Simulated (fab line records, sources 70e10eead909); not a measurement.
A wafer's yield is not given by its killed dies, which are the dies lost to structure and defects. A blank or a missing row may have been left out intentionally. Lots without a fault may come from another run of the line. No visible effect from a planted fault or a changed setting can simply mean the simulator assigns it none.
fab line records | flow nandHarc
record lots=6 | wafers=18 | lastDay=33
route steps=1302 shown A_M1@1181 END@1302
lots with no fault: from the same line, run without faults
startH: hours from the record's opening day to when the first of the lot's shown wafers began | waitH: time in hours since the lot's previous step | " unchanged from the row above | L1.1+2: one row covering several wafers at once | - either no value or no given start | * or withheld: withheld | < > ~ a bound
route shown NAME@n: NAME is a module with steps in the file, n the number in the route of the first one | usual: mean and standard deviation over wafers with no fault | same: alike in all rows | chamber/n: place in a boat | sites: the reading at each site | _std_site: standard deviation of those values | _edge_site: the outer-site mean with the inner-site mean subtracted | radiusMm: how far each site lies from the wafer's centre | mask NAME#n: copy n | behind: the most recent tool/chamber to have shaped the wafer | hold: why the lot was held/for how many hours/how that ended | device: names the non-switching transistor (n, p or np) | end of line: at the end of the route, the tests of the same wafers | where a step has no rows: the recipe by itself | killed: count of dies lost to structure and defects at first sort (not the wafer's yield) | map: shows each die of a wafer: x if killed, . if not, _ if none is there
set.NAME: the setting as run; set.NAME@STEP: as run at that earlier step | model.NAME: the simulator's own value behind a step, which no gauge read
lots at some steps of the route; a table a step, a row a wafer
services: the hour from which a tool's chamber was out of use, counted from the record's first day as startH (under 0 if before that day), plus the number of hours and why
## steps
# step NHARC_A_M1_INSPECT_11
# usual rawDefectCount=76/39
lot.wafer | tool             | chamber | startH | waitH | rawDefectCount
L982.3    | defectInspect-02 | -       | 614.03 | 0.0   | 73
L982.5    | "                | -       | "      | "     | 88
L982.6    | "                | -       | "      | "     | 70
L985.3    | defectInspect-02 | -       | 632.98 | 0.0   | 66
L985.4    | "                | -       | "      | "     | 41
L985.5    | "                | -       | "      | "     | 49
L988.1    | defectInspect-01 | -       | 657.59 | 0.0   | 108
L988.5    | "                | -       | "      | "     | 92
L988.6    | "                | -       | "      | "     | 122
L989.1    | defectInspect-01 | -       | 689.46 | 0.0   | 70
L989.3    | "                | -       | "      | "     | 85
L989.4    | "                | -       | "      | "     | 72
L990.1    | defectInspect-01 | -       | 708.73 | 0.0   | 66
L990.3    | "                | -       | "      | "     | 68
L990.6    | "                | -       | "      | "     | 88
L994.3    | defectInspect-01 | -       | 735.29 | 0.0   | 15
L994.4    | "                | -       | "      | "     | 23
L994.6    | "                | -       | "      | "     | 16
# step NHARC_A_M1_DESCUM_14
# recipe timeS=3 | o2FlowSccm=200 | arFlowSccm=0 | biasPowerW=0 | chemistry=O2
# step NHARC_A_M1_ETCH_35
# recipe targetDepthA=400 | overetchA=120 | timeS=43.94 | ionEnergyEv=200 | n2FlowSccm=150 | h2FlowSccm=150 | arFlowSccm=0 | rfW=400 | biasW=150 | chemistry=N2/H2
# step NHARC_A_M1_ETCH_15
# recipe targetDepthA=1825 | timeS=91.2 | c4f8FlowSccm=withheld | arFlowSccm=400 | rfW=600 | biasW=300 | chemistry=C4F8/Ar
# step NHARC_A_M1_CD_MEAS_16
# usual cdNm=120.0/1
lot.wafer | tool     | chamber | startH | waitH | cdNm
L982.3    | cdSem-02 | -       | 614.40 | -     | 118.7
L982.5    | "        | -       | "      | "     | 119.7
L982.6    | "        | -       | "      | "     | 120.0
L985.3    | cdSem-02 | -       | 633.35 | -     | 121.3
L985.4    | "        | -       | "      | "     | 120.5
L985.5    | "        | -       | "      | "     | 120.4
L988.1    | cdSem-01 | -       | 657.95 | -     | 122.1
L988.5    | "        | -       | "      | "     | 120.9
L988.6    | "        | -       | "      | "     | 119.3
L989.1    | cdSem-01 | -       | 689.83 | -     | 120.0
L989.3    | "        | -       | "      | "     | 119.7
L989.4    | "        | -       | "      | "     | 120.0
L990.1    | cdSem-03 | -       | 709.10 | -     | 119.2
L990.3    | "        | -       | "      | "     | 121.3
L990.6    | "        | -       | "      | "     | 120.5
L994.3    | cdSem-01 | -       | 735.67 | -     | 122.6
L994.4    | "        | -       | "      | "     | 120.9
L994.6    | "        | -       | "      | "     | 120.3
# step NHARC_A_M1_STRIP_18
# recipe powerW=1000 | n2FlowSccm=150 | h2FlowSccm=150 | arFlowSccm=0 | biasW=0 | chemistry=N2/H2
# usual drypumpMotorCurrentA=5.5/0.49 | oesProductAu=1.002/0.013 | rfVppV=90.9/1 | showerheadPlenumPTorr=2.07/0.11 | throttleValvePct=14.170/0.0086
lot.wafer | tool       | chamber | startH | waitH | drypumpMotorCurrentA | oesProductAu | rfHoursCounterH | rfVppV | showerheadPlenumPTorr | throttleValvePct
L982.3    | rieDiel-08 | 0       | 614.54 | 0.1   | 5.5                  | 1.005        | 4.3             | 91.2   | 1.89                  | 14.167
L982.6    | "          | 1       | "      | "     | 6.2                  | 1.006        | -               | 92.1   | 2.05                  | 14.168
L982.5    | "          | 2       | "      | "     | 4.6                  | 1.020        | -               | 89.1   | 1.94                  | 14.182
L985.3    | rieDiel-05 | 0       | 633.44 | 0.1   | 6.4                  | 1.022        | 2.3             | 91.8   | 2.08                  | 14.173
L985.4    | "          | 1       | "      | "     | 5.1                  | 0.996        | 2.4             | 91.8   | 2.12                  | 14.181
L985.5    | "          | 3       | "      | "     | 5.4                  | 1.009        | -               | 91.2   | 1.92                  | 14.170
L988.1    | rieDiel-12 | 0       | 658.10 | 0.1   | 4.9                  | 0.988        | 0.9             | 91.1   | 2.19                  | 14.167
L988.6    | "          | 1       | "      | "     | 6.1                  | 1.023        | -               | 91.0   | 2.14                  | 14.181
L988.5    | "          | 2       | "      | "     | 5.4                  | 1.020        | -               | 91.3   | 2.17                  | 14.176
L989.4    | rieDiel-08 | 2       | 689.93 | 0.1   | 4.6                  | 1.006        | 7.0             | 90.2   | 1.94                  | 14.169
L989.3    | "          | 3       | "      | "     | 5.7                  | 0.976        | 6.6             | 90.7   | 2.03                  | 14.163
L989.1    | "          | 0       | "      | "     | 5.5                  | 1.004        | 7.7             | 90.0   | 1.89                  | 14.170
L990.1    | rieDiel-05 | 2       | 709.17 | 0.1   | 5.7                  | 0.998        | 6.3             | 88.1   | 1.89                  | 14.152
L990.3    | "          | 3       | "      | "     | 5.3                  | 0.996        | 6.2             | 89.6   | 1.92                  | 14.156
L990.6    | "          | 3       | "      | "     | 5.3                  | 0.992        | -               | 90.2   | 1.92                  | 14.188
L994.3    | rieDiel-12 | 0       | 735.77 | 0.1   | 4.9                  | 1.008        | 3.1             | 93.1   | 2.19                  | 14.181
L994.6    | "          | 3       | "      | "     | 5.7                  | 0.993        | -               | 91.9   | 2.18                  | 14.182
L994.4    | "          | 2       | "      | "     | 5.4                  | 1.005        | -               | 92.3   | 2.17                  | 14.168
# step NHARC_A_M1_ETCH_28
# recipe targetDepthA=300 | overEtchFrac=0.3 | timeS=72.99 | ionEnergyEv=150 | cf4FlowSccm=50 | n2FlowSccm=100 | arFlowSccm=150 | rfW=300 | biasW=100 | chemistry=CF4/N2
# step NHARC_A_M1_STRIP_19
# recipe timeS=600 | tempC=30 | chemistry=postEtchResidueRemover
# step NHARC_A_M1_DEGAS_29
# recipe tempC=250 | timeS=60
# step NHARC_A_M1_PRE_CLEAN_30
# recipe timeS=30 | tempC=280 | gas=H2/He
# usual heaterPowerW=418/56
lot.wafer | tool          | chamber | startH | waitH | heaterPowerW
L982.3    | pvdSputter-03 | -       | -      | -     | 449
L982.6    | "             | -       | "      | "     | 435
L982.5    | "             | -       | "      | "     | 394
L985.3    | pvdSputter-02 | -       | -      | -     | 549
L985.4    | "             | -       | "      | "     | 392
L985.5    | "             | -       | "      | "     | 574
L988.1    | pvdSputter-03 | -       | -      | -     | 329
L988.6    | "             | -       | "      | "     | 438
L988.5    | "             | -       | "      | "     | 397
L989.1    | pvdSputter-02 | -       | -      | -     | 562
L989.3    | "             | -       | "      | "     | 379
L989.4    | "             | -       | "      | "     | 381
L990.3    | pvdSputter-02 | -       | -      | -     | 555
L990.1    | "             | -       | "      | "     | 384
L990.6    | "             | -       | "      | "     | 385
L994.4    | pvdSputter-01 | -       | -      | -     | 377
L994.3    | "             | -       | "      | "     | 405
L994.6    | "             | -       | "      | "     | 367
# step NHARC_A_M1_PVD_20
# recipe targetThkA=50 | biasV=168.6 | powerW=15000 | chamberPressurePa=0.12 | timeS=8.06 | substrateTempC=50 | material=TaN
# usual throttleValvePct=30.3/1.4
lot.wafer | tool          | chamber | startH | waitH | throttleValvePct
L982.3    | pvdSputter-03 | -       | -      | -     | 28.7
L982.5    | "             | -       | "      | "     | 29.7
L982.6    | "             | -       | "      | "     | 31.0
L985.3    | pvdSputter-02 | -       | -      | -     | 28.0
L985.4    | "             | -       | "      | "     | 31.4
L985.5    | "             | -       | "      | "     | 27.9
L988.1    | pvdSputter-03 | -       | -      | -     | 29.6
L988.6    | "             | -       | "      | "     | 33.1
L988.5    | "             | -       | "      | "     | 28.8
L989.1    | pvdSputter-02 | -       | -      | -     | 28.7
L989.3    | "             | -       | "      | "     | 31.8
L989.4    | "             | -       | "      | "     | 30.8
L990.3    | pvdSputter-02 | -       | -      | -     | 31.8
L990.1    | "             | -       | "      | "     | 30.9
L990.6    | "             | -       | "      | "     | 31.5
L994.4    | pvdSputter-01 | -       | -      | -     | 30.2
L994.3    | "             | -       | "      | "     | 29.3
L994.6    | "             | -       | "      | "     | 30.2
# step NHARC_A_M1_PVD_21
# recipe targetThkA=300 | chamberPressurePa=5 | powerW=5000 | substrateTempC=30 | timeS=20.49 | material=Cu
# usual throttleValvePct=30.3/1.5
lot.wafer | tool          | chamber | startH | waitH | throttleValvePct
L982.3    | pvdSputter-03 | -       | -      | -     | 33.1
L982.6    | "             | -       | "      | "     | 29.0
L982.5    | "             | -       | "      | "     | 29.6
L985.4    | pvdSputter-02 | -       | -      | -     | 27.8
L985.3    | "             | -       | "      | "     | 31.4
L985.5    | "             | -       | "      | "     | 30.6
L988.1    | pvdSputter-03 | -       | -      | -     | 33.1
L988.6    | "             | -       | "      | "     | 28.8
L988.5    | "             | -       | "      | "     | 29.8
L989.1    | pvdSputter-02 | -       | -      | -     | 30.9
L989.3    | "             | -       | "      | "     | 28.8
L989.4    | "             | -       | "      | "     | 31.7
L990.3    | pvdSputter-02 | -       | -      | -     | 28.7
L990.1    | "             | -       | "      | "     | 31.6
L990.6    | "             | -       | "      | "     | 31.6
L994.3    | pvdSputter-01 | -       | -      | -     | 29.5
L994.4    | "             | -       | "      | "     | 31.0
L994.6    | "             | -       | "      | "     | 29.7
# step NHARC_A_M1_ECD_22
# recipe targetThkA=4000 | bathTempC=25 | material=Cu
lot.wafer  | tool     | chamber | startH | waitH
L982.3+6+5 | ecdCu-01 | 1,0,1   | 615.62 | -
L985.4+3+5 | ecdCu-01 | 0,1,0   | 634.52 | -
L988.1+5+6 | ecdCu-02 | 0,1,0   | 659.09 | -
L989.1+3+4 | ecdCu-02 | 0,0,1   | 690.90 | -
L990.1+3+6 | ecdCu-02 | 1       | 710.44 | -
L994.4+3+6 | ecdCu-01 | 1,0,0   | 736.91 | -
# step NHARC_A_M1_ANNEAL_31
# recipe tempC=225 | timeS=90
# usual wafer_temp_C_max=225.74/0.22
lot.wafer | tool         | chamber | startH | waitH | wafer_temp_C_max
L982.3    | rtpAnneal-01 | 0       | 615.95 | -     | 225.29
L982.5    | "            | 0       | "      | "     | 225.78
L982.6    | "            | 0       | "      | "     | 225.72
L985.3    | rtpAnneal-02 | 0       | 634.90 | 0.3   | 225.78
L985.4    | "            | 0       | "      | "     | 225.54
L985.5    | "            | 0       | "      | "     | 225.34
L988.1    | rtpAnneal-01 | 0       | 659.41 | -     | 225.79
L988.5    | "            | 0       | "      | "     | 225.71
L988.6    | "            | 0       | "      | "     | 225.60
L989.1    | rtpAnneal-02 | 0       | 691.27 | -     | 225.37
L989.3    | "            | 0       | "      | "     | 225.57
L989.4    | "            | 0       | "      | "     | 225.35
L990.1    | rtpAnneal-01 | 0       | 710.77 | -     | 225.86
L990.3    | "            | 0       | "      | "     | 226.08
L990.6    | "            | 0       | "      | "     | 225.90
L994.3    | rtpAnneal-02 | 0       | 737.29 | -     | 225.79
L994.4    | "            | 0       | "      | "     | 225.47
L994.6    | "            | 0       | "      | "     | 225.68
# step NHARC_A_M1_CMP_23
# recipe tOverpolishS=20 | targetThkNm=154.34
# usual motorCurrentA=12.4/0.97 | timeToEndpointS=27/3.1
lot.wafer | tool   | chamber | startH | waitH | motorCurrentA | timeToEndpointS
L982.3    | cmp-02 | 3       | 616.25 | -     | 13.2          | 22
L982.6    | "      | 1       | "      | "     | 12.4          | 38
L982.5    | "      | 2       | "      | "     | 11.6          | 20
L985.4    | cmp-03 | 1       | 635.18 | -     | 11.2          | 46
L985.3    | "      | 2       | "      | "     | 12.1          | 31
L985.5    | "      | 1       | "      | "     | 10.7          | 48
L988.1    | cmp-04 | 1       | 659.81 | -     | 11.4          | 31
L988.6    | "      | 3       | "      | "     | 14.2          | 28
L988.5    | "      | 0       | "      | "     | 11.7          | 31
L989.1    | cmp-03 | 0       | 691.62 | -     | 12.9          | 23
L989.4    | "      | 1       | "      | "     | 10.9          | 31
L989.3    | "      | 2       | "      | "     | 12.3          | 30
L990.3    | cmp-02 | 1       | 711.14 | -     | 13.2          | 22
L990.1    | "      | 3       | "      | "     | 13.3          | 23
L990.6    | "      | 0       | "      | "     | 12.5          | 22
L994.3    | cmp-04 | 2       | 737.56 | -     | 12.9          | 27
L994.4    | "      | 3       | "      | "     | 14.8          | 28
L994.6    | "      | 1       | "      | "     | 12.2          | 30
# step NHARC_A_M1_THK_MEAS_24
# recipe thkMeasGauge=xrf
# usual thkNm=153.8/1.5
lot.wafer | tool         | chamber | startH | waitH | thkNm
L982.3    | filmMetro-01 | -       | 616.51 | -     | 153.2
L982.5    | "            | -       | "      | "     | 152.2
L982.6    | "            | -       | "      | "     | 153.0
L985.3    | filmMetro-02 | -       | 635.46 | -     | 155.6
L985.4    | "            | -       | "      | "     | 154.2
L985.5    | "            | -       | "      | "     | 152.5
L988.1    | filmMetro-01 | -       | 660.06 | -     | 154.3
L988.5    | "            | -       | "      | "     | 155.9
L988.6    | "            | -       | "      | "     | 153.3
L989.1    | filmMetro-02 | -       | 691.94 | -     | 153.1
L989.3    | "            | -       | "      | "     | 156.0
L989.4    | "            | -       | "      | "     | 156.4
L990.1    | filmMetro-02 | -       | 711.43 | -     | 151.3
L990.3    | "            | -       | "      | "     | 153.5
L990.6    | "            | -       | "      | "     | 152.4
L994.3    | filmMetro-02 | -       | 737.85 | -     | 154.5
L994.4    | "            | -       | "      | "     | 153.9
L994.6    | "            | -       | "      | "     | 154.0
# step NHARC_END_SORT_01
# recipe tempC=25
# usual defectLimitedYield=92.7/2.6 | killedAtArray=45/18 | killedAtOther=0.9/1.3 | killedAtPeriphery=3.7/2.2 | killedDies=50/18 | killedOpen=3.2/1.9 | killedShort=2.4/1.6 | sort_bin_2_pct=2.5/1.1 | sort_bin_3_pct=0.6/0.36 | sort_bin_4_pct=4.3/1.5 | sortNPass=627/18 | sortRimYieldPct=92/4.3 | sortYieldPct=92.7/2.6
# same grossDies=677 | sort_bin_5_pct[%]=0 | sort_bin_6_pct[%]=0 | sort_bin_7_pct[%]=0 | sort_bin_8_pct[%]=0 | sortRimNGross=106.00
lot.wafer | tool      | chamber | startH | waitH | defectLimitedYield[%] | killedAtArray | killedAtOther | killedAtPeriphery | killedDies | killedOpen | killedShort | sort_bin_2_pct[%] | sort_bin_3_pct[%] | sort_bin_4_pct[%] | sortNPass | sortRimYieldPct[%] | sortYieldPct[%]
L985.3    | prober-01 | 0       | 668.07 | 3.1   | 92.2                  | 50            | 0             | 3                 | 53         | 6          | 4           | 2.4               | 0.4               | 5.0               | 624       | 99                 | 92.2
L985.4    | prober-01 | 0       | 668.88 | 3.4   | 94.4                  | 34            | 0             | 4                 | 38         | 7          | 0           | 1.6               | 0.3               | 3.7               | 639       | 92                 | 94.4
L985.5    | prober-01 | 0       | 669.68 | 3.7   | 93.1                  | 43            | 0             | 4                 | 47         | 6          | 2           | 1.9               | 0.6               | 4.4               | 630       | 90                 | 93.1
L988.5    | prober-01 | 0       | 703.75 | 3.7   | 87.7                  | 78            | 2             | 3                 | 83         | 4          | 4           | 3.4               | 1.5               | 7.4               | 594       | 97                 | 87.7
# killed by level:class
L985.3 A_CHANNEL_HOLE_D2:chamberFilmFlake=24 A_SLIT:chamberFilmFlake=7 A_STAIRCASE:chamberFilmFlake=4 A_M1:chamberFilmFlake=4 A_CHANNEL_HOLE_D1:chamberFilmFlake=3 A_ONON_D1:geometricParticle:short=2 A_WL_FILL:geometricParticle:open=2 P_CONTACT:geometricParticle:open=1
L985.4 A_CHANNEL_HOLE_D2:chamberFilmFlake=10 A_STAIRCASE:chamberFilmFlake=5 A_M1:chamberFilmFlake=4 A_SLIT:chamberFilmFlake=3 A_CONTACT:chamberFilmFlake=3 A_ZERO_WELL:chamberFilmFlake=2 A_CHANNEL_HOLE_D1:chamberFilmFlake=2 P_CONTACT:geometricParticle:open=1
L985.5 A_CHANNEL_HOLE_D1:chamberFilmFlake=11 A_CHANNEL_HOLE_D2:chamberFilmFlake=10 A_M1:chamberFilmFlake=4 A_ZERO_WELL:chamberFilmFlake=3 A_SLIT:chamberFilmFlake=3 P_GATE:chamberFilmFlake=2 A_STAIRCASE:chamberFilmFlake=2 A_CONTACT:chamberFilmFlake=2
L988.5 A_CHANNEL_HOLE_D1:chamberFilmFlake=33 A_CHANNEL_HOLE_D2:chamberFilmFlake=19 A_STAIRCASE:chamberFilmFlake=5 A_CONTACT:chamberFilmFlake=5 A_SLIT:chamberFilmFlake=3 A_ONON_D2:geometricParticle:open=2 A_CHANNEL_HOLE_D2:geometricParticle:short=2 P_STI:chamberFilmFlake=2
## services
tool          | chamber | startH | hours | kind
ecdCu-01      | -       | 594.26 | 2.3   | repair
ecdCu-02      | -       | 596.21 | 8.0   | pm
pvdSputter-02 | -       | 596.48 | 1.2   | repair
cmp-04        | -       | 598.88 | 2.4   | repair
cmp-02        | -       | 599.34 | 4.6   | repair
cmp-04        | -       | 601.29 | 4.0   | pm
rieDiel-08    | 1       | 608.27 | 1.3   | repair
rieDiel-08    | 3       | 621.16 | 6.7   | repair
rieDiel-12    | -       | 622.46 | 9.0   | pm
pvdSputter-01 | -       | 622.57 | 2.0   | repair
cmp-02        | -       | 629.82 | 4.0   | pm
cmp-04        | -       | 636.34 | 1.3   | repair
pvdSputter-03 | -       | 637.30 | 2.8   | repair
pvdSputter-02 | -       | 639.59 | 10.0  | pm
pvdSputter-03 | -       | 642.05 | 1.0   | repair
ecdCu-02      | -       | 644.67 | 2.8   | repair
ecdCu-02      | -       | 659.40 | 1.3   | repair
ecdCu-01      | -       | 662.61 | 2.6   | repair
ecdCu-01      | -       | 681.88 | 0.4   | repair
pvdSputter-01 | -       | 685.11 | 3.2   | repair
ecdCu-01      | -       | 688.00 | 8.0   | pm
pvdSputter-03 | -       | 704.00 | 10.0  | pm
ecdCu-01      | -       | 709.63 | 6.2   | repair
pvdSputter-01 | -       | 721.07 | 3.1   | repair
## key
firstSign step=NHARC_A_M1_CMP_23 | reading=timeToEndpointS | direction=up | sigmas=5.5 | usual=* | struck=*
effect none on later readings
metAt NHARC_A_M1_ECD_22
struckWafers L982.6,L985.4,L985.5
fault kind=processParameterDrift | tool=ecdCu-01 | chamber=0 | onsetH=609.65 | steps=NHARC_A_M1_ECD_22 | channel=targetThkA | offset=* | shape=step | endH=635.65 | actsIn=* | stated=*
